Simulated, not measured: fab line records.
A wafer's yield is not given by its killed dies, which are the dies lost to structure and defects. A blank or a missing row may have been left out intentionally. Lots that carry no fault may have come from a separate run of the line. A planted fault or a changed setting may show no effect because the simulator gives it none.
Chamber matching / flow n5 finfet / 4 sister chambers for N5_BEOL_M5_ETCH_67 on rie diel-05
The step etches SiARC in CF4, target depth 15.6 nm, time 26 s. 4 wafers are shown with their chamber, then 9 later ones without.

## WAFERS PAIRED WITH THEIR CHAMBERS
wafer=L080.1; chamber=3; throttle valve pct (%)=16.14
wafer=L089.1; chamber=2; throttle valve pct (%)=15.21
wafer=L093.4; chamber=1; throttle valve pct (%)=15.98
wafer=L093.6; chamber=0; throttle valve pct (%)=15.87

## WAFERS MISSING THEIR CHAMBER
wafer=L096.1; throttle valve pct (%)=15.22
wafer=L096.3; throttle valve pct (%)=15.99
wafer=L096.5; throttle valve pct (%)=15.24
wafer=L094.1; throttle valve pct (%)=15.99
wafer=L094.5; throttle valve pct (%)=15.98
wafer=L094.6; throttle valve pct (%)=15.24
wafer=L097.2; throttle valve pct (%)=16.19
wafer=L097.4; throttle valve pct (%)=15.25
wafer=L097.6; throttle valve pct (%)=15.99

## EACH ONE'S CHAMBER
wafer=L096.1; from the rows above=2; in truth=2
wafer=L096.3; from the rows above=1; in truth=1
wafer=L096.5; from the rows above=2; in truth=2
wafer=L094.1; from the rows above=1; in truth=1
wafer=L094.5; from the rows above=1; in truth=1
wafer=L094.6; from the rows above=2; in truth=2
wafer=L097.2; from the rows above=3; in truth=3
wafer=L097.4; from the rows above=2; in truth=2
wafer=L097.6; from the rows above=1; in truth=1
Correct placement for 9 of the 9. Left unplaced by these rows: 0. Wrongly placed: 0.
How it was worked out, from the rows above alone: a wafer's distance from a chamber is the root of the sum, over the readings, of the square of ((its reading less the chamber's mean) divided by the reading's scatter). If the next closest chamber is less than 2 further off than the closest, the wafer can't be placed; otherwise it belongs to the closest. Each chamber's mean is taken over the wafers shown for it. The scatter (one wafer shown for each chamber): square how far every hidden wafer sits from the nearest shown wafer, average those squares and take the square root.
